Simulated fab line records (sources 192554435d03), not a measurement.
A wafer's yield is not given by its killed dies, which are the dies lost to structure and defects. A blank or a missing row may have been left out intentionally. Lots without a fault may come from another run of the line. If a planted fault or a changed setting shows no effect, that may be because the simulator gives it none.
Matching of chambers / flow n5-finfet / N5_BEOL_M8_CURE_75 on uv-cure-01 has 3 sister chambers
The step cures SiCOH lowk, time 120 s. 6 wafers are shown with their chamber, then 11 later ones without.

## EACH WAFER AND ITS CHAMBER
wafer=L079.2; chamber=0; wafer_temp_C_max=372.0; lamp-power-pct (%)=52.32
wafer=L079.6; chamber=0; wafer_temp_C_max=371.7; lamp-power-pct (%)=52.27
wafer=L084.5; chamber=2; wafer_temp_C_max=371.9; lamp-power-pct (%)=52.31
wafer=L085.3; chamber=1; wafer_temp_C_max=370.5; lamp-power-pct (%)=52.42
wafer=L085.5; chamber=1; wafer_temp_C_max=371.0; lamp-power-pct (%)=52.31
wafer=L089.3; chamber=2; wafer_temp_C_max=372.0; lamp-power-pct (%)=52.36

## WAFERS WITHOUT THEIR CHAMBER
wafer=L089.4; wafer_temp_C_max=371.5; lamp-power-pct (%)=52.34
wafer=L089.6; wafer_temp_C_max=371.5; lamp-power-pct (%)=52.33
wafer=L090.4; wafer_temp_C_max=370.9; lamp-power-pct (%)=52.38
wafer=L090.5; wafer_temp_C_max=371.5; lamp-power-pct (%)=52.37
wafer=L090.6; wafer_temp_C_max=371.8; lamp-power-pct (%)=52.36
wafer=L093.1; wafer_temp_C_max=371.5; lamp-power-pct (%)=52.20
wafer=L093.5; wafer_temp_C_max=371.5; lamp-power-pct (%)=52.43
wafer=L093.6; wafer_temp_C_max=371.7; lamp-power-pct (%)=52.26
wafer=L097.2; wafer_temp_C_max=372.0; lamp-power-pct (%)=52.34
wafer=L097.3; wafer_temp_C_max=372.2; lamp-power-pct (%)=52.34
wafer=L097.4; wafer_temp_C_max=372.0; lamp-power-pct (%)=52.32

## EACH ONE'S CHAMBER
wafer=L089.4; from the rows above=can't be placed: 0 or 2 or 1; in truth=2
wafer=L089.6; from the rows above=can't be placed: 0 or 2 or 1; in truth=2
wafer=L090.4; from the rows above=1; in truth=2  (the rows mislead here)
wafer=L090.5; from the rows above=can't be placed: 2 or 0 or 1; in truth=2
wafer=L090.6; from the rows above=can't be placed: 2 or 0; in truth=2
wafer=L093.1; from the rows above=can't be placed: 0 or 2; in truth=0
wafer=L093.5; from the rows above=can't be placed: 2 or 0 or 1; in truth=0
wafer=L093.6; from the rows above=can't be placed: 0 or 2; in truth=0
wafer=L097.2; from the rows above=can't be placed: 2 or 0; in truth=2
wafer=L097.3; from the rows above=can't be placed: 2 or 0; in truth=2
wafer=L097.4; from the rows above=can't be placed: 2 or 0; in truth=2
0 of 11 placed correctly. Cannot be placed on the basis of these rows: 10; the candidates contain the true chamber in 10. Number placed wrongly: 1.
How it was worked out, from the rows above alone: a wafer's distance from a chamber is the root of the sum, over the readings, of the square of ((its reading less the chamber's mean) divided by the reading's scatter). If the next closest chamber is less than 2 further off than the closest, the wafer can't be placed; otherwise it belongs to the closest. For every chamber, the mean is computed from those of its wafers that are shown. How the scatter is found: for the shown wafers, subtract from each reading the mean of its chamber, square and add these, divide the total by (wafers less chambers), then take the root.
